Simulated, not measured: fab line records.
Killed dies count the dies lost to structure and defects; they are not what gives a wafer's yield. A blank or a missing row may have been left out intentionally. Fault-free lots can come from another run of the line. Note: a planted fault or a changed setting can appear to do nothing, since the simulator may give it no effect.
Which tool is to blame?	flow nand harc	13 lots, 39 wafers sampled, at 6 steps of a route of 1302

## WHAT EACH GAUGE READ, for each wafer
NHARC_P_M0_INSPECT_27. Usual: raw defect count 308, standard deviation 110.
lot	measured	on	raw defect count	flag
L213	day 6 08:23	defect inspect-02	887 407 347	
L215	day 7 01:52	defect inspect-02	215 184 296	
L216	day 7 13:22	defect inspect-01	354 189 248	
L217	day 7 14:28	defect inspect-02	143 212 315	
L220	day 9 13:47	defect inspect-02	386 311 539	
L221	day 9 22:34	defect inspect-02	253 251 268	
L222	day 10 00:10	defect inspect-02	282 289 405	
L226	day 11 11:50	defect inspect-01	208 275 290	
L227	day 12 03:59	defect inspect-01	165 155 194	
L229	day 13 01:43	defect inspect-01	296 294 343	
L232	day 13 23:25	defect inspect-01	240 487 567	
L234	day 14 18:52	defect inspect-01	274 340 388	
L236	day 15 17:36	defect inspect-01	342 233 209	

NHARC_P_M1_CD_MEAS_09: the cd target is 130 nm. Usual: cd nm 129.7 nm, standard deviation 0.54.
lot	measured	on	cd nm (nm)	flag
L213	day 6 09:41	cd sem-03	128.6 128.6 128.8	
L215	day 7 03:08	cd sem-01	129.3 128.6 129.1	
L216	day 7 14:44	cd sem-02	129.4 129.9 130.2	
L217	day 7 15:52	cd sem-02	128.9 129.4 129.8	
L220	day 9 15:11	cd sem-02	130.0 129.5 128.9	
L221	day 9 23:58	cd sem-03	129.0 129.0 128.9	
L222	day 10 01:34	cd sem-03	129.8 130.2 130.2	
L226	day 11 13:07	cd sem-02	143.6 144.1 143.9	OFF
L227	day 12 05:26	cd sem-01	141.3 141.5 141.0	OFF
L229	day 13 02:59	cd sem-03	139.1 139.5 139.4	OFF
L232	day 14 00:49	cd sem-03	138.0 138.0 138.0	OFF
L234	day 14 20:16	cd sem-02	129.8 130.0 129.7	
L236	day 15 18:59	cd sem-01	130.3 130.0 129.8	

NHARC_END_SORT_01. Usual: defect limited yield is 90.6 % with standard deviation 2.7, killed at array is 59 with standard deviation 19, killed at other is 0.6 with standard deviation 0.85, killed at periphery is 3.8 with standard deviation 2.5, killed dies is 64 with standard deviation 19, killed open is 3.3 with standard deviation 1.8, and killed short is 2.2 with standard deviation 1.6.
lot	measured	on	defect limited yield (%)	killed at array	killed at other	killed at periphery	killed dies	killed open	killed short	flag
L216	day 25 20:01	prober-02	90.3 88.5 89.8	64 74 62	0 2 0	2 2 7	66 78 69	3 1 1	2 5 3	

## WHICH TOOL RAN EACH LOT (tool, then ch and the chambers of the sampled wafers, then the start)
lot	NHARC_P_M0_PVD_20	NHARC_P_M1_EXPOSE_06	NHARC_P_M1_DEGAS_29
L213	pvd sputter-02, day 6 08:23 or earlier	arfi scanner-03 ch 0, day 6 09:32	pvd sputter-01, day 6 10:53
L215	pvd sputter-01, day 7 01:52 or earlier	arfi scanner-02 ch 0, day 7 02:59	pvd sputter-01, day 7 04:20
L216	pvd sputter-03, day 7 13:22 or earlier	arfi scanner-03 ch 0, day 7 14:36	pvd sputter-02, day 7 15:57
L217	pvd sputter-02, day 7 14:28 or earlier	arfi scanner-01 ch 0, day 7 15:44	pvd sputter-01, day 7 17:04
L220	pvd sputter-03, day 9 12:13	arfi scanner-03 ch 0, day 9 15:03	pvd sputter-02, day 9 16:23
L221	pvd sputter-01, day 9 22:34 or earlier	arfi scanner-01 ch 0, day 9 23:49	pvd sputter-01, day 10 01:10
L222	pvd sputter-01, day 10 00:10 or earlier	arfi scanner-02 ch 0, day 10 01:25	pvd sputter-03, day 10 02:46
L226	pvd sputter-01, day 11 11:50 or earlier	arfi scanner-03 ch 0, day 11 12:58	pvd sputter-03, day 11 14:23
L227	pvd sputter-02, day 12 03:59 or earlier	arfi scanner-03 ch 0, day 12 05:17	pvd sputter-02, day 12 06:43
L229	pvd sputter-03, day 13 01:43 or earlier	arfi scanner-03 ch 0, day 13 02:52	pvd sputter-03, day 13 04:13
L232	pvd sputter-03, day 13 23:25 or earlier	arfi scanner-03 ch 0, day 14 00:40	pvd sputter-01, day 14 02:13
L234	pvd sputter-03, day 14 18:52 or earlier	arfi scanner-02 ch 0, day 14 20:08	pvd sputter-02, day 14 21:34
L236	pvd sputter-01, day 15 17:36 or earlier	arfi scanner-02 ch 0, day 15 18:50	pvd sputter-02, day 15 20:14
- NHARC_P_M0_PVD_20: deposits TaN, target thk 5 nm, time 8.06 s.
- NHARC_P_M1_EXPOSE_06: exposes mask P M1, target cd 130 nm.
- NHARC_P_M1_DEGAS_29: time 60 s.

## AS READ BY THE TOOLS THEMSELVES (means over the sampled wafers that have a number; for cases with no such wafer, the mark the record gives instead)
NHARC_P_M0_PVD_20. Usual: chamber pressure pa 0.12001 Pa, standard deviation 0.00025; throttle valve pct 30.0 %, standard deviation 0.8.
lot	tool	chamber pressure pa (Pa)	throttle valve pct (%)	flag
L213	pvd sputter-02	0.12006	30.8	
L215	pvd sputter-01	0.12014	30.5	
L216	pvd sputter-03	0.12010	30.1	
L217	pvd sputter-02	0.11981	30.4	
L220	pvd sputter-03	0.11983	29.4	
L221	pvd sputter-01	0.12013	30.0	
L222	pvd sputter-01	0.11995	30.1	
L226	pvd sputter-01	0.12002	29.9	
L227	pvd sputter-02	0.12017	31.1	
L229	pvd sputter-03	0.12013	29.1	
L232	pvd sputter-03	0.11990	29.3	
L234	pvd sputter-03	0.12007	29.4	
L236	pvd sputter-01	0.12007	29.8	

NHARC_P_M1_EXPOSE_06. Usual: exposure dose mJ cm2 81.87, standard deviation 0.074.
lot	tool	exposure dose mJ cm2	flag
L213	arfi scanner-03	81.91	
L215	arfi scanner-02	81.90	
L216	arfi scanner-03	81.95	
L217	arfi scanner-01	81.86	
L220	arfi scanner-03	81.88	
L221	arfi scanner-01	81.91	
L222	arfi scanner-02	81.89	
L226	arfi scanner-03	102.27	OFF
L227	arfi scanner-03	98.16	OFF
L229	arfi scanner-03	95.00	OFF
L232	arfi scanner-03	94.18	OFF
L234	arfi scanner-02	81.89	
L236	arfi scanner-02	81.75	

NHARC_P_M1_DEGAS_29. Usual: heater power w 335 W, standard deviation 44; susceptor temp C 250.01 C, standard deviation 0.21.
lot	tool	heater power w (W)	susceptor temp C (C)	flag
L213	pvd sputter-01	335	249.97	
L215	pvd sputter-01	320	250.09	
L216	pvd sputter-02	356	249.99	
L217	pvd sputter-01	343	-	OFF
L220	pvd sputter-02	310	249.95	
L221	pvd sputter-01	317	250.00	
L222	pvd sputter-03	324	250.21	
L226	pvd sputter-03	322	250.04	
L227	pvd sputter-02	311	250.15	
L229	pvd sputter-03	316	250.07	
L232	pvd sputter-01	345	250.09	
L234	pvd sputter-02	323	-	OFF
L236	pvd sputter-02	352	250.08	

## THE ANSWER, worked out from the rows above alone
Rule: a lot counts as off when the mean over its wafers that have a number is more than 3 standard deviations away from the usual mean. A lot without any number at a reading at which 4 lots or more have one is off too. Where the step has rows for the other lots, those lots are counted as sound. First the gauges in route order, then the tools' own readings, where a lot's mean is used as printed above. The first step at which some lot is off is used, and at that step the reading that is off furthest; a lot without a number counts as furthest.
Off, at NHARC_P_M1_CD_MEAS_09 on cd nm: L226, L227, L229, L232.
If a tool, at a process step before that reading, ran all the lots that are off and no sound lot after the first of them, it fits. Not tried: the gauges at NHARC_P_M1_CD_MEAS_09; whatever is off there is also off at NHARC_P_M1_EXPOSE_06, on other tools, and gauge error can't account for it. NHARC_P_M0_PVD_20: start missing for some lots; hours and lot order therefore follow NHARC_P_M0_INSPECT_27. One candidate fits, namely arfi scanner-03 at NHARC_P_M1_EXPOSE_06. Its last sound lot is L220 (day 9 15:03), its first lot that is off L226 (day 11 12:58): a fault that began between those two fits.
The tool's own readings at NHARC_P_M1_EXPOSE_06 bear it out: on the lots that are off they differ by more than 5 times the standard deviation of the sound lots' means. exposure dose mJ cm2 reads 97.40 there against 81.88 on the sound lots.

## WHAT THE SIMULATOR HAD INSERTED
Process parameter drift: arfi scanner-03, from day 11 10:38 on, at NHARC_P_M1_EXPOSE_06. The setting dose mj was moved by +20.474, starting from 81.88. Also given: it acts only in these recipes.
Shown lots that were struck: L226, L227, L229, L232. The rule above found the same.
